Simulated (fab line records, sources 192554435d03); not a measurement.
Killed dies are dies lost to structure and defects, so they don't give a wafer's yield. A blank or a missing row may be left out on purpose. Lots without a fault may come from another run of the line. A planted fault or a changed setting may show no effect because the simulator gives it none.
Chamber matching | flow n5_finfet | N5_BEOL_M9_DESCUM_16 on rie_diel-01: 4 sister chambers
The step chemistry O2, time 7.9 s. 4 wafers are shown with their chamber, then 9 later ones without.

WAFERS WITH THEIR CHAMBER
wafer  | chamber | drypump_motor_current_A (A)
L079.5 | 0       | 6.7
L080.5 | 1       | 4.9
L087.5 | 3       | 5.8
L087.6 | 2       | 6.0

WAFERS WITHOUT THEIR CHAMBER
wafer  | drypump_motor_current_A (A)
L092.1 | 4.9
L092.4 | 5.9
L092.5 | 6.0
L096.1 | 5.9
L096.3 | 6.7
L096.4 | 5.0
L097.2 | 5.9
L097.4 | 4.9
L097.6 | 5.9

WHICH CHAMBER EACH WENT THROUGH
wafer  | from the rows above     | in truth
L092.1 | 1                       | 1
L092.4 | can't be placed: 2 or 3 | 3
L092.5 | 2                       | 2
L096.1 | can't be placed: 2 or 3 | 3
L096.3 | 0                       | 0
L096.4 | 1                       | 1
L097.2 | can't be placed: 2 or 3 | 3
L097.4 | 1                       | 1
L097.6 | can't be placed: 2 or 3 | 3
Placed correctly: 5 of 9. Can't be placed from these rows: 4 (the true chamber is among the candidates in 4). Placed wrongly: 0.
How it was worked out, from the rows above alone: a wafer's distance from a chamber is the root of the sum, over the readings, of the square of ((its reading less the chamber's mean) divided by the reading's scatter). The wafer belongs to the nearest chamber; if the next one is less than 2 further off, it can't be placed. A chamber's mean is the mean of its shown wafers. The scatter: with one shown wafer a chamber, the root of the mean of the squares of how far each hidden wafer lies from its nearest shown one.
